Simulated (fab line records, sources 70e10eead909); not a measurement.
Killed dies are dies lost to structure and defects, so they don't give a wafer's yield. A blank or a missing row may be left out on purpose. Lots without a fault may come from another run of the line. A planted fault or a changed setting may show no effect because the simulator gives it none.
Chamber matching | flow nand_harc | NHARC_A_BONDPAD_ETCH_34 on rie_diel-10: 4 sister chambers
The step etches the open film in N2/H2, target depth 60 nm, overetch 18 nm, time 65.91 s. 8 wafers are shown with their chamber, then 12 later ones without.

WAFERS WITH THEIR CHAMBER
wafer  | chamber | drypump_motor_current_A (A) | showerhead_plenum_p_Torr (Torr)
L089.3 | 0       | 6.4                         | 1.98
L089.5 | 3       | 5.6                         | 2.20
L088.6 | 2       | 6.1                         | 2.13
L090.1 | 3       | 5.6                         | 2.19
L090.6 | 1       | 4.8                         | 2.20
L094.1 | 2       | 6.1                         | 2.13
L094.3 | 0       | 6.5                         | 1.98
L094.4 | 1       | 4.8                         | 2.20

WAFERS WITHOUT THEIR CHAMBER
wafer  | drypump_motor_current_A (A) | showerhead_plenum_p_Torr (Torr)
L092.4 | 6.5                         | 1.98
L092.5 | 6.1                         | 2.13
L092.6 | 5.6                         | 2.19
L093.4 | 5.5                         | 2.20
L093.5 | 6.5                         | 1.98
L093.6 | 5.6                         | 2.19
L096.2 | 4.8                         | 2.20
L096.5 | 6.5                         | 1.98
L096.6 | 5.6                         | 2.19
L095.1 | 5.6                         | 2.19
L095.2 | 6.1                         | 2.13
L095.6 | 4.8                         | 2.20

WHICH CHAMBER EACH WENT THROUGH
wafer  | from the rows above | in truth
L092.4 | 0                   | 0
L092.5 | 2                   | 2
L092.6 | 3                   | 3
L093.4 | 3                   | 3
L093.5 | 0                   | 0
L093.6 | 3                   | 3
L096.2 | 1                   | 1
L096.5 | 0                   | 0
L096.6 | 3                   | 3
L095.1 | 3                   | 3
L095.2 | 2                   | 2
L095.6 | 1                   | 1
Placed correctly: 12 of 12. Can't be placed from these rows: 0. Placed wrongly: 0.
How it was worked out, from the rows above alone: a wafer's distance from a chamber is the root of the sum, over the readings, of the square of ((its reading less the chamber's mean) divided by the reading's scatter). The wafer belongs to the nearest chamber; if the next one is less than 2 further off, it can't be placed. A chamber's mean is the mean of its shown wafers. The scatter: the root of (the sum of the squares of (reading less its chamber's mean) over the shown wafers, divided by (wafers less chambers)).
